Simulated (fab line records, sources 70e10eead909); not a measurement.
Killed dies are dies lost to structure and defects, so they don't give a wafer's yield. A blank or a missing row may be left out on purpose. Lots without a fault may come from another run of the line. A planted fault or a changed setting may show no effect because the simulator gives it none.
Chamber matching | flow nand_harc | NHARC_A_CONTACT_CMP_20 on cmp-01: 4 sister chambers
The step polishes, t overpolish 30 s, target thk 300 nm. 8 wafers are shown with their chamber, then 10 later ones without.

WAFERS WITH THEIR CHAMBER
wafer  | chamber | time_to_endpoint_s (s) | motor_current_A (A)
L085.1 | 3       | 58                     | 12.4
L080.3 | 0       | 63                     | 13.3
L080.4 | 3       | 60                     | 12.3
L089.2 | 0       | 62                     | 11.9
L089.3 | 1       | 66                     | 14.4
L089.4 | 2       | 63                     | 13.0
L090.2 | 2       | 62                     | 12.2
L090.5 | 1       | 70                     | 13.5

WAFERS WITHOUT THEIR CHAMBER
wafer  | time_to_endpoint_s (s) | motor_current_A (A)
L090.6 | 62                     | 12.6
L092.4 | 59                     | 12.7
L092.5 | 62                     | 13.8
L092.6 | 57                     | 13.2
L095.1 | 61                     | 13.4
L095.2 | 59                     | 12.5
L095.5 | 62                     | 13.7
L096.3 | 64                     | 13.8
L096.5 | 63                     | 12.3
L096.6 | 65                     | 13.3

WHICH CHAMBER EACH WENT THROUGH
wafer  | from the rows above               | in truth
L090.6 | can't be placed: 0 or 2 or 3      | 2
L092.4 | can't be placed: 3 or 0 or 2      | 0
L092.5 | can't be placed: 0 or 2 or 3 or 1 | 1
L092.6 | can't be placed: 3 or 0 or 2      | 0
L095.1 | can't be placed: 0 or 2 or 3      | 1
L095.2 | can't be placed: 3 or 0 or 2      | 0
L095.5 | can't be placed: 0 or 2 or 3 or 1 | 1
L096.3 | can't be placed: 0 or 2 or 1 or 3 | 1
L096.5 | can't be placed: 2 or 0 or 3      | 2
L096.6 | can't be placed: 0 or 2 or 1      | 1
Placed correctly: 0 of 10. Can't be placed from these rows: 10 (the true chamber is among the candidates in 9). Placed wrongly: 0.
How it was worked out, from the rows above alone: a wafer's distance from a chamber is the root of the sum, over the readings, of the square of ((its reading less the chamber's mean) divided by the reading's scatter). The wafer belongs to the nearest chamber; if the next one is less than 2 further off, it can't be placed. A chamber's mean is the mean of its shown wafers. The scatter: the root of (the sum of the squares of (reading less its chamber's mean) over the shown wafers, divided by (wafers less chambers)).
